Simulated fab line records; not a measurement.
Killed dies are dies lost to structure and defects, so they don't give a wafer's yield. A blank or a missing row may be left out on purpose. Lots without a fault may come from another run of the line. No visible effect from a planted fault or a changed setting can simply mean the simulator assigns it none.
Matching of chambers	flow nand_harc	NHARC_A_BONDPAD_ETCH_34 on rie_diel-10 has 4 sister chambers
The step etches the open film in N2/H2, target depth 60 nm, overetch 18 nm, time 65.91 s. 18 wafers are shown with their chamber, then 9 later ones without.

== WAFERS PAIRED WITH THEIR CHAMBERS ==
wafer	chamber	drypump_motor_current_A (A)	rf_vpp_V (V)	oes_product_au (a.u.)
L218.3	3	5.69	427	1.000
L218.4	2	5.19	427	0.996
L218.5	2	5.13	427	0.993
L217.2	0	5.82	436	0.997
L217.5	2	5.16	427	1.009
L217.6	1	5.95	430	0.991
L221.1	0	5.85	434	1.008
L221.2	1	5.95	430	0.995
L221.3	2	5.21	426	0.997
L223.3	0	5.85	436	1.009
L223.4	0	5.86	435	1.005
L223.5	1	5.99	431	0.994
L225.2	0	5.83	435	1.000
L225.3	2	5.12	427	1.004
L225.4	2	5.14	426	1.004
L226.1	1	5.98	432	0.992
L226.2	0	5.85	435	1.000
L226.6	1	5.97	431	0.995

SIGNATURES (averages over the wafers above)
reading	chamber 0	chamber 1	chamber 2	chamber 3	scatter within a chamber
drypump_motor_current_A	5.8433	5.9680	5.1583	5.6900	0.0249
rf_vpp_V	435.17	430.80	426.67	427.00	0.705
oes_product_au	1.00317	0.99340	1.00050	1.00000	0.00476
Rule: a wafer's distance from a chamber is the root of the sum, over the readings, of the square of ((its reading less the chamber's mean) divided by the reading's scatter). The wafer belongs to the nearest chamber; if the next one is less than 2 further off, it can't be placed. The scatter: take each reading less its chamber's mean, square it, sum over the shown wafers, divide by the number of wafers less the number of chambers, and take the root.

== WAFERS WHOSE CHAMBER IS MISSING ==
wafer	drypump_motor_current_A (A)	rf_vpp_V (V)	oes_product_au (a.u.)
L230.1	5.99	430	0.993
L230.2	5.20	428	0.992
L230.4	5.84	435	0.997
L231.1	5.86	435	1.012
L231.4	5.97	430	0.989
L231.6	5.84	434	1.003
L239.2	5.97	431	0.995
L239.3	5.70	428	1.004
L239.4	5.87	434	0.996

== EACH ONE'S CHAMBER ==
wafer	from the rows above	in truth
L230.1	1	1
L230.2	2	2
L230.4	0	0
L231.1	0	0
L231.4	1	1
L231.6	0	0
L239.2	1	1
L239.3	3	3
L239.4	0	0
Correctly placed: 9 of 9. Not placeable from these rows: 0. Wrongly placed: 0.
